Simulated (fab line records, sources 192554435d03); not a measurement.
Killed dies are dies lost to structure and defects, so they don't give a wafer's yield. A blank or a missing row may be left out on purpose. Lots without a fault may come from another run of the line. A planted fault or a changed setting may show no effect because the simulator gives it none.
fab line records | flow n5_finfet | part 2 of 2: steps 21 to 27 of 27
record lots=5 wafers=15 last_day=17
route steps=1938 shown BEOL_M11@1557
lots that met no fault: from a run of the same line without faults
start_h: hours from the record's first day to the start of the lot's first wafer shown | wait_h: hours since the lot's step before | " the same as in the row above | L1.1+2: a row that stands for several wafers | - no value, or no start given | * or withheld: withheld | < > ~ a bound
route shown NAME@n: a module of which the file shows steps, and the number in the route of the first | usual: mean/standard deviation of fault-free wafers | same: alike in all rows | chamber/n: place in a boat | sites: the reading at each site | _std_site: their standard deviation | _edge_site: outer sites' mean less inner sites' | radius_mm: how far each site lies from the wafer's centre | mask NAME#n: copy n | behind: the tool/chamber that last shaped the wafer | hold: why the lot was held/for how many hours/how that ended | device: the transistor (n, p or np) that didn't switch | end of line: the same wafers' tests at the end of the route | a step without rows: its recipe alone | killed: dies lost to structure and defects at the first sort, not the wafer's yield | map: a wafer's dies, x killed, . not, _ none there
set.NAME: the setting as run; set.NAME@STEP: as run at that earlier step | model.NAME: the simulator's own value behind a step, which no gauge read
lots at some steps of the route; a table a step, a row a wafer
services: from which hour (start_h, from the record's first day; less than 0 if before it) a tool's chamber was out of use, for how many hours, and why
## steps
# step N5_BEOL_M11_STRIP_36
# recipe chemistry=N2/H2 power_w=450 temp_c=40 pressure_mtorr=20 rf_frequency_hz=6e+07 overash_fraction=0.3 bias_power_w=7 h2_frac=0.5 n2_flow_sccm=200 h2_flow_sccm=200
# usual drypump_motor_current_A=5.7/0.48 oes_product_au=0.81/0.097 rf_vpp_V=59.0/2 showerhead_plenum_p_Torr=2.54/0.093 throttle_valve_pct=23.36/0.21
# columns lot.wafer tool chamber start_h wait_h drypump_motor_current_A oes_product_au rf_hours_counter_h rf_vpp_V showerhead_plenum_p_Torr throttle_valve_pct
L075.1 rie_diel-02 3 251.92 0.0 6.0 0.71 214 60.5 2.39 23.19
L075.3 " 2 " " 5.6 0.73 212 59.1 2.62 23.56
L075.6 " 2 " " 5.6 0.72 - 57.7 2.62 23.57
L082.1 rie_diel-05 0 312.35 0.0 5.6 0.89 33 57.5 2.48 23.39
L082.2 " 3 " " 5.0 0.96 5 58.1 2.57 23.07
L082.4 " 2 " " 5.6 0.94 22 58.3 2.69 23.35
L083.2 rie_diel-03 1 338.34 0.0 6.3 0.87 41 57.7 2.47 23.14
L083.4 " 0 " " 5.1 0.67 - 60.5 2.59 23.50
L083.6 " 3 " " 5.1 0.79 - 60.4 2.57 23.63
L085.1 rie_diel-05 3 357.25 0.0 4.9 0.96 14 61.5 2.57 23.07
L085.2 " 1 " " 5.4 0.81 102 61.0 2.66 23.12
L085.5 " 0 " " 5.6 0.88 - 59.1 2.48 23.42
L086.1 rie_diel-05 3 363.67 0.0 5.0 0.95 15 54.3 2.57 23.07
L086.4 " 0 " " 5.6 0.90 44 54.3 2.48 23.38
L086.6 " 1 " " 5.4 0.81 - 57.7 2.66 23.13
# step N5_BEOL_M11_TRENCH_ETCH_37
# recipe chemistry=C4F6/O2 target_depth_a=1488.3 target=SiCOH_lowk time_s=48 ion_energy_ev=250 pressure_mtorr=30 source_w=345 bias_w=185 Ar_flow_sccm=300 C4F6_flow_sccm=10 O2_flow_sccm=10
# usual drypump_motor_current_A=5.7/0.47 oes_ar_750_au=0.80/0.09 oes_f_703_au=0.80/0.092 oes_o_777_au=0.80/0.091 oes_product_au=0.80/0.096 rf_vpp_V=674/8.2 showerhead_plenum_p_Torr=2.86/0.091 throttle_valve_pct=20.77/0.24
# columns lot.wafer tool chamber start_h wait_h drypump_motor_current_A oes_ar_750_au oes_f_703_au oes_o_777_au oes_product_au rf_hours_counter_h rf_vpp_V showerhead_plenum_p_Torr throttle_valve_pct
L075.1 rie_diel-02 3 - - 6.0 0.71 0.71 0.72 0.71 214 664 2.72 21.04
L075.3 " 2 " " 5.5 0.71 0.70 0.72 0.70 212 672 2.90 20.62
L075.6 " 2 " " 5.6 0.70 0.71 0.72 0.71 - 672 2.90 20.62
L082.1 rie_diel-05 0 - - 5.5 0.89 0.89 0.92 0.89 33 658 2.78 20.80
L082.2 " 3 " " 4.9 0.96 0.93 0.93 0.96 5 685 2.91 20.64
L082.4 " 2 " " 5.6 0.92 0.92 0.92 0.93 22 675 3.03 20.75
L083.2 rie_diel-03 1 - - 6.4 0.88 0.89 0.87 0.86 41 666 2.79 20.50
L083.4 " 0 " " 5.1 0.70 0.69 0.70 0.69 - 683 2.90 20.91
L083.6 " 3 " " 5.2 0.77 0.75 0.73 0.78 - 686 2.89 20.89
L085.1 rie_diel-05 3 - - 5.0 0.92 0.90 0.91 0.94 14 685 2.91 20.68
L085.2 " 1 " " 5.4 0.81 0.81 0.80 0.82 102 682 3.00 20.84
L085.5 " 0 " " 5.6 0.88 0.88 0.90 0.88 - 659 2.77 20.80
L086.1 rie_diel-05 3 - - 5.0 0.92 0.90 0.90 0.92 15 685 2.91 20.66
L086.4 " 0 " " 5.6 0.87 0.88 0.90 0.87 44 657 2.77 20.82
L086.6 " 1 " " 5.4 0.81 0.81 0.81 0.81 - 680 3.00 20.83
# step N5_BEOL_M11_ETCH_41
# recipe chemistry=CH3F/O2 target=SiCN target_depth_a=426 taper_deg=2 time_s=86 ion_energy_ev=120 mask_material=TiN pressure_mtorr=30 source_w=395 bias_w=75 Ar_flow_sccm=150 CH3F_flow_sccm=30 O2_flow_sccm=20
# usual drypump_motor_current_A=5.7/0.48 oes_product_au=0.81/0.097 rf_vpp_V=297.4/1.5 showerhead_plenum_p_Torr=2.01/0.067 throttle_valve_pct=16.17/0.24
# columns lot.wafer tool chamber start_h wait_h drypump_motor_current_A oes_product_au rf_hours_counter_h rf_vpp_V showerhead_plenum_p_Torr throttle_valve_pct
L075.1 rie_diel-02 3 - - 6.0 0.71 215 294.6 1.91 16.46
L075.3 " 2 " " 5.6 0.71 212 299.2 2.04 16.13
L075.6 " 2 " " 5.6 0.71 - 298.1 2.04 16.12
L082.1 rie_diel-05 0 - - 5.6 0.91 34 295.3 1.95 16.19
L082.2 " 3 " " 4.9 0.96 5 297.7 2.05 16.00
L082.4 " 2 " " 5.6 0.94 22 300.5 2.13 16.07
L083.2 rie_diel-03 1 - - 6.4 0.88 41 296.4 1.95 15.86
L083.4 " 0 " " 5.1 0.70 - 298.4 2.04 16.39
L083.6 " 3 " " 5.2 0.78 - 296.9 2.03 16.22
L085.1 rie_diel-05 3 - - 4.9 0.94 14 298.1 2.05 16.02
L085.2 " 1 " " 5.4 0.82 102 299.2 2.11 16.20
L085.5 " 0 " " 5.6 0.88 - 297.7 1.95 16.21
L086.1 rie_diel-05 3 - - 4.9 0.93 15 298.0 2.05 16.03
L086.4 " 0 " " 5.6 0.88 44 298.0 1.95 16.20
L086.6 " 1 " " 5.4 0.82 - 299.7 2.11 16.22
# step N5_BEOL_M11_STRIP_77
# recipe chemistry=N2/H2 time_s=10 power_w=450 temp_c=40 pressure_mtorr=20 rf_frequency_hz=6e+07 bias_power_w=7 n2_flow_sccm=200 h2_flow_sccm=200
# usual drypump_motor_current_A=5.7/0.48 oes_product_au=0.81/0.096 rf_vpp_V=59.1/0.94 showerhead_plenum_p_Torr=2.54/0.093 throttle_valve_pct=23.36/0.21
# columns lot.wafer tool chamber start_h wait_h drypump_motor_current_A oes_product_au rf_hours_counter_h rf_vpp_V showerhead_plenum_p_Torr throttle_valve_pct
L075.1 rie_diel-02 3 - - 6.0 0.71 215 58.7 2.39 23.21
L075.3 " 2 " " 5.6 0.73 212 58.5 2.62 23.55
L075.6 " 2 " " 5.6 0.72 - 59.3 2.62 23.57
L082.1 rie_diel-05 0 - - 5.6 0.91 34 59.7 2.48 23.38
L082.2 " 3 " " 5.0 0.98 5 58.9 2.57 23.07
L082.4 " 2 " " 5.6 0.94 22 59.2 2.69 23.33
L083.2 rie_diel-03 1 - - 6.4 0.87 41 57.5 2.47 23.12
L083.4 " 0 " " 5.1 0.68 - 59.4 2.59 23.48
L083.6 " 3 " " 5.2 0.78 - 60.0 2.56 23.63
L085.1 rie_diel-05 3 - - 5.0 0.94 14 60.8 2.57 23.07
L085.2 " 1 " " 5.4 0.81 102 60.5 2.66 23.11
L085.5 " 0 " " 5.6 0.90 - 59.0 2.48 23.41
L086.1 rie_diel-05 3 - - 5.0 0.94 15 58.9 2.57 23.06
L086.4 " 0 " " 5.5 0.88 44 59.0 2.48 23.41
L086.6 " 1 " " 5.4 0.80 - 58.6 2.66 23.12
# step N5_BEOL_M11_OCD_MEAS_38
# usual trench_depth_nm=148/3.2
# columns lot.wafer tool chamber start_h wait_h trench_depth_nm
L075.1 ocd-01 - 252.14 - 145
L075.3 " - " " 144
L075.6 " - " " 145
L082.1 ocd-02 - 312.57 - 149
L082.2 " - " " 146
L082.4 " - " " 153
L083.2 ocd-01 - 338.56 - 148
L083.4 " - " " 150
L083.6 " - " " 149
L085.1 ocd-01 - 357.47 - 148
L085.2 " - " " 153
L085.5 " - " " 148
L086.1 ocd-01 - 363.89 - 146
L086.4 " - " " 148
L086.6 " - " " 151
# step N5_BEOL_M11_HM_STRIP_39
# recipe chemistry=peroxide_tin_strip material=TiN target_depth_a=250 temp_c=50 time_s=158
# columns lot.wafer tool chamber start_h wait_h
L075.1+3+6 wet_bench-02 3,4,0 252.17 0.0
L082.1+2+4 wet_bench-02 7,4,1 312.61 0.0
L083.2+4+6 wet_bench-02 2,6,3 338.59 0.0
L085.1+2+5 wet_bench-02 0,3,7 357.50 0.0
L086.1+4+6 wet_bench-01 4,7,3 363.92 0.0
# step N5_BEOL_M11_SRD_40
# recipe time_s=30 temp_c=23 rinse_liquid=diw dry=ipa_marangoni
# columns lot.wafer tool chamber start_h wait_h
L075.1+3+6 wet_bench-02 3,4,0 252.22 0.0
L082.1+2+4 wet_bench-02 7,4,1 312.65 0.0
L083.2+4+6 wet_bench-02 2,6,3 338.64 0.0
L085.1+2+5 wet_bench-02 0,3,7 357.55 0.0
L086.1+4+6 wet_bench-01 4,7,3 363.97 0.0
## services
# columns tool chamber start_h hours kind
arfi_scanner-01 - 225.66 1.3 pm
rie_diel-02 1 229.90 7.5 repair
arfi_scanner-03 - 230.30 1.0 pm
arfi_scanner-01 - 233.40 0.4 repair
rie_diel-03 - 240.30 14.6 pm
arfi_scanner-03 - 242.49 6.5 repair
arfi_scanner-01 - 244.91 2.1 repair
arfi_scanner-01 - 247.04 4.9 pm
arfi_scanner-03 - 257.45 1.3 pm
arfi_scanner-01 - 257.98 1.0 pm
arfi_scanner-03 - 259.00 2.4 repair
rie_metal-02 - 259.01 1.1 repair
rie_metal-02 1 266.96 4.9 repair
rie_diel-05 1 270.40 3.0 repair
rie_diel-02 0 274.42 7.1 repair
arfi_scanner-03 - 276.10 1.0 pm
rie_metal-02 0 284.47 3.0 repair
arfi_scanner-01 - 288.79 3.9 pm
rie_metal-02 1 307.00 6.2 repair
rie_diel-05 1 330.57 3.3 repair
rie_diel-03 2 333.39 19.1 repair
rie_diel-05 - 333.75 0.4 repair
wet_bench-02 - 344.24 5.2 repair
rie_diel-02 0 350.54 31.6 repair
